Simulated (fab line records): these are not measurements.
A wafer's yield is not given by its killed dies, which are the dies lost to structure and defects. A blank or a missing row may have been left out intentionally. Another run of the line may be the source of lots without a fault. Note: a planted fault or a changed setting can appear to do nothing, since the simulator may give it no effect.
fab line records | flow n5Finfet | part 2 of 2: steps 20 to 29 of 29
record: lots: 5 wafers: 15 lastDay: 17
route steps=1938 shown BEOL_M4@1052
lots untouched by any fault: they come from a run of this same line in which no faults occurred
startH: hours from the record's opening day to when the first of the lot's shown wafers began | waitH: hours elapsed since this lot's preceding step | " same as the row above | L1.1+2: a row that stands for several wafers | - no value, or no start given | * or withheld: withheld | < > ~ a bound
route shown NAME@n: names a module that has steps shown in the file, with the first one's number in the route | usual: mean/standard deviation taken from wafers without a fault | same: alike in all rows | chamber/n: place in a boat | sites: the reading at each site | _std_site: standard deviation across them | _edge_site: the outer-site mean with the inner-site mean subtracted | radiusMm: for every site, how far away it sits from the centre of the wafer | mask NAME#n: copy n | behind: the last tool/chamber to shape the wafer | hold: reason for holding the lot/hours on hold/outcome of the hold | device: which transistor (n, p or np) failed to switch | end of line: the same wafers' tests at the end of the route | step lacking rows: just its recipe | killed: dies lost to structure and defects at the first sort, not the wafer's yield | map: the dies of a wafer, with x for killed, . for not killed, _ for no die there
set.NAME: the setting that was run; set.NAME@STEP: the one run at that earlier step | model.NAME: the simulator's own value behind a step, which no gauge read
a table for each step, a row for each wafer; lots at some steps of the route
services: a tool's chamber out of use, with start hour (startH, from the record's first day; less than 0 if before it), hours out, and reason
== steps ==
step: N5_BEOL_M4_ETCH_41
recipe: chemistry: CH3F/O2 target: SiCN targetDepthA: 299 taperDeg: 2 timeS: 52.5 ionEnergyEv: 120 maskMaterial: TiN pressureMtorr: 30 sourceW: 395 biasW: 75 Ar_flow_sccm: 150 CH3F_flow_sccm: 30 O2_flow_sccm: 20
usual: drypumpMotorCurrentA: 5.7/0.46 oesProductAu: 0.82/0.083 rfVppV: 296.6/1.2 showerheadPlenumPTorr: 1.97/0.046 throttleValvePct: 16.26/0.25
columns lot.wafer tool chamber startH waitH drypumpMotorCurrentA oesProductAu rfHoursCounterH rfVppV showerheadPlenumPTorr throttleValvePct
L074.1 rieDiel-01 0 - - 4.9 0.68 238 297.5 1.98 16.82
L074.2 " 2 " " 5.7 0.87 35 296.4 1.96 16.30
L074.6 " 2 " " 5.8 0.87 - 295.7 1.96 16.31
L083.1 rieDiel-06 0 - - 5.8 0.77 137 295.5 1.93 16.14
L083.2 " 2 " " 4.9 0.89 62 297.4 2.02 16.42
L083.4 " 2 " " 4.9 0.89 - 298.2 2.02 16.42
L084.1 rieDiel-06 1 - - 5.8 0.68 236 298.0 1.96 16.55
L084.3 " 0 " " 5.7 0.77 138 296.1 1.93 16.14
L084.4 " 0 " " 5.7 0.77 - 296.9 1.93 16.12
L088.4 rieDiel-03 0 - - 5.2 0.69 217 294.0 1.90 16.37
L088.5 " 1 " " 5.8 0.88 - 297.4 2.02 15.81
L088.6 " 2 " " 5.8 0.93 - 299.5 2.15 16.32
L094.3 rieDiel-01 2 - - 5.8 0.83 71 296.6 1.95 16.36
L094.5 " 0 " " 4.8 0.92 - 297.4 1.98 16.42
L094.6 " 3 " " 6.1 0.80 - 296.0 1.93 16.01
step: N5_BEOL_M4_STRIP_97
recipe: chemistry: N2/H2 timeS: 10 powerW: 450 tempC: 40 pressureMtorr: 20 rfFrequencyHz: 6e+07 biasPowerW: 7 n2FlowSccm: 200 h2FlowSccm: 200
usual: drypumpMotorCurrentA: 5.7/0.46 oesProductAu: 0.82/0.086 rfVppV: 59.1/0.9 showerheadPlenumPTorr: 2.49/0.062 throttleValvePct: 23.5/0.32
columns lot.wafer tool chamber startH waitH drypumpMotorCurrentA oesProductAu rfHoursCounterH rfVppV showerheadPlenumPTorr throttleValvePct
L074.1 rieDiel-01 0 - - 4.8 0.67 238 59.0 2.50 23.9
L074.2 " 2 " " 5.8 0.90 35 58.2 2.46 23.5
L074.6 " 2 " " 5.7 0.89 - 60.2 2.46 23.5
L083.1 rieDiel-06 0 - - 5.8 0.77 137 59.3 2.43 23.2
L083.2 " 2 " " 4.9 0.88 62 60.3 2.58 24.0
L083.4 " 2 " " 4.9 0.87 - 60.4 2.58 24.0
L084.1 rieDiel-06 1 - - 5.7 0.69 236 59.2 2.48 23.7
L084.3 " 0 " " 5.8 0.77 138 59.1 2.43 23.2
L084.4 " 0 " " 5.8 0.77 - 58.9 2.43 23.2
L088.4 rieDiel-03 0 - - 5.2 0.69 217 58.6 2.42 23.9
L088.5 " 1 " " 5.9 0.87 - 58.7 2.58 23.0
L088.6 " 2 " " 5.8 0.93 - 60.2 2.71 23.7
L094.3 rieDiel-01 2 - - 5.8 0.84 71 60.0 2.45 23.6
L094.5 " 0 " " 4.8 0.91 - 60.0 2.49 23.8
L094.6 " 3 " " 6.1 0.80 - 59.9 2.45 23.3
step: N5_BEOL_M4_OCD_MEAS_38
usual: trenchDepthNm: 55.5/1.1
columns lot.wafer tool chamber startH waitH trenchDepthNm
L074.1 ocd-02 - 195.65 - 56.0
L074.2 " - " " 54.2
L074.6 " - " " 53.7
L083.1 ocd-01 - 242.67 - 56.0
L083.2 " - " " 57.5
L083.4 " - " " 57.5
L084.1 ocd-01 - 244.75 - 57.0
L084.3 " - " " 55.7
L084.4 " - " " 56.3
L088.4 ocd-02 - 271.65 - 55.7
L088.5 " - " " 56.7
L088.6 " - " " 54.8
L094.3 ocd-01 - 300.81 - 54.6
L094.5 " - " " 57.2
L094.6 " - " " 55.9
step: N5_BEOL_M4_HM_STRIP_39
recipe: chemistry: peroxideTinStrip material: TiN targetDepthA: 250 tempC: 50 timeS: 158
columns lot.wafer tool chamber startH waitH
L074.1+2+6 wetBench-04 6,7,5 195.68 0.0
L083.1+2+4 wetBench-04 5,6,4 242.70 0.0
L084.1+3+4 wetBench-03 0,2,7 244.78 0.0
L088.4+5+6 wetBench-03 6,7,1 271.68 0.0
L094.3+5+6 wetBench-04 3,1,4 300.84 0.0
step: N5_BEOL_M4_SRD_40
recipe: timeS: 30 tempC: 23 rinseLiquid: diw dry: ipaMarangoni
columns lot.wafer tool chamber startH waitH
L074.1+2+6 wetBench-04 6,7,5 195.73 0.0
L083.1+2+4 wetBench-04 5,6,4 242.80 0.0
L084.1+3+4 wetBench-03 0,2,7 244.83 0.0
L088.4+5+6 wetBench-03 6,7,1 271.72 0.0
L094.3+5+6 wetBench-04 3,1,4 300.88 0.0
step: N5_BEOL_M4_PRECLEAN_42
recipe: chemistry: residueRemover timeS: 60 tempC: 40
columns lot.wafer tool chamber startH waitH
L074.1+2+6 wetBench-04 6,7,5 195.74 0.0
L083.1+2+4 wetBench-04 5,6,4 242.83 0.0
L084.1+3+4 wetBench-03 0,2,7 244.84 0.0
L088.4+5+6 wetBench-03 6,7,1 271.74 0.0
L094.3+5+6 wetBench-04 3,1,4 300.90 0.0
step: N5_BEOL_M4_SRD_43
recipe: timeS: 30 tempC: 23 rinseLiquid: diw dry: ipaMarangoni
columns lot.wafer tool chamber startH waitH
L074.1+2+6 wetBench-04 6,7,5 195.76 0.0
L083.1+2+4 wetBench-04 5,6,4 242.86 0.0
L084.1+3+4 wetBench-03 0,2,7 244.86 0.0
L088.4+5+6 wetBench-03 6,7,1 271.76 0.0
L094.3+5+6 wetBench-04 3,1,4 300.92 0.0
step: N5_BEOL_M4_CD_MEAS_35
recipe: targetCdNm: 18 targetCdYNm: 22.4 polarity: opening
usual: cdNm: 18.0/0.39
columns lot.wafer tool chamber startH waitH cdNm
L074.1 cdSem-01 - 195.80 0.0 18.0
L074.2 " - " " 17.8
L074.6 " - " " 18.3
L083.1 cdSem-02 - 242.92 0.0 18.7
L083.2 " - " " 18.3
L083.4 " - " " 18.1
L084.1 cdSem-01 - 244.90 0.0 17.8
L084.3 " - " " 17.7
L084.4 " - " " 18.5
L088.4 cdSem-03 - 271.80 0.0 17.6
L088.5 " - " " 17.8
L088.6 " - " " 17.7
L094.3 cdSem-02 - 300.96 0.0 17.3
L094.5 " - " " 17.4
L094.6 " - " " 17.7
step: N5_BEOL_M4_DEGAS_44
recipe: ambient: vacuum tempC: 250 timeS: 60
usual: heaterPowerW: 330/35
columns lot.wafer tool chamber startH waitH heaterPowerW
L074.1 pvdSputter-01 - 196.04 0.2 315
L074.2 " - " " 261
L074.6 " - " " 319
L083.1 pvdSputter-03 - 244.49 1.6 366
L083.2 " - " " 396
L083.4 " - " " 332
L084.1 pvdSputter-01 - 244.95 0.0 317
L084.3 " - " " 382
L084.4 " - " " 273
L088.4 pvdSputter-03 - 271.84 0.0 328
L088.5 " - " " 394
L088.6 " - " " 337
L094.3 pvdSputter-01 - 301.27 0.3 265
L094.5 " - " " 386
L094.6 " - " " 314
step: N5_BEOL_M4_PRE_CLEAN_45
recipe: gas: H2/He timeS: 30 tempC: 250
usual: heaterPowerW: 330/36
columns lot.wafer tool chamber startH waitH heaterPowerW
L074.1 pvdSputter-01 - 196.08 0.0 314
L074.2 " - " " 270
L074.6 " - " " 319
L083.1 pvdSputter-03 - 244.53 0.0 371
L083.2 " - " " 391
L083.4 " - " " 333
L084.1 pvdSputter-01 - 244.99 0.0 307
L084.3 " - " " 393
L084.4 " - " " 264
L088.4 pvdSputter-03 - 271.88 0.0 327
L088.5 " - " " 380
L088.6 " - " " 337
L094.3 pvdSputter-01 - 301.31 0.0 267
L094.5 " - " " 382
L094.6 " - " " 310
== services ==
columns tool chamber startH hours kind
aldSin-04 - 176.75 14.0 pm
euvScanner-02 - 179.27 1.0 pm
euvScanner-01 - 190.64 1.0 pm
rieDiel-03 2 201.74 28.7 repair
rieDiel-06 1 214.36 13.2 repair
rieDiel-03 - 219.88 28.1 pm
aldSin-02 3 223.43 9.2 repair
euvScanner-02 - 235.42 1.0 pm
rieDiel-01 0 238.87 - clean
rieDiel-01 0 238.87 - consumableReplace:focusRing
rieDiel-01 0 238.87 17.9 scheduledDown
pvdSputter-03 - 239.40 1.2 repair
euvScanner-01 - 246.79 1.0 pm
aldSin-04 - 247.26 2.8 pm
aldSin-04 1 256.51 4.2 repair
euvScanner-01 - 259.74 0.7 repair
aldSin-02 - 261.90 1.5 repair
euvScanner-01 - 266.10 4.6 pm
euvScanner-02 - 270.70 12.0 pm
wetBench-03 - 280.21 5.9 repair
euvScanner-02 - 287.27 4.6 pm
euvScanner-01 - 291.87 5.8 pm
euvScanner-02 - 294.24 1.2 repair
euvScanner-02 - 297.65 1.0 pm
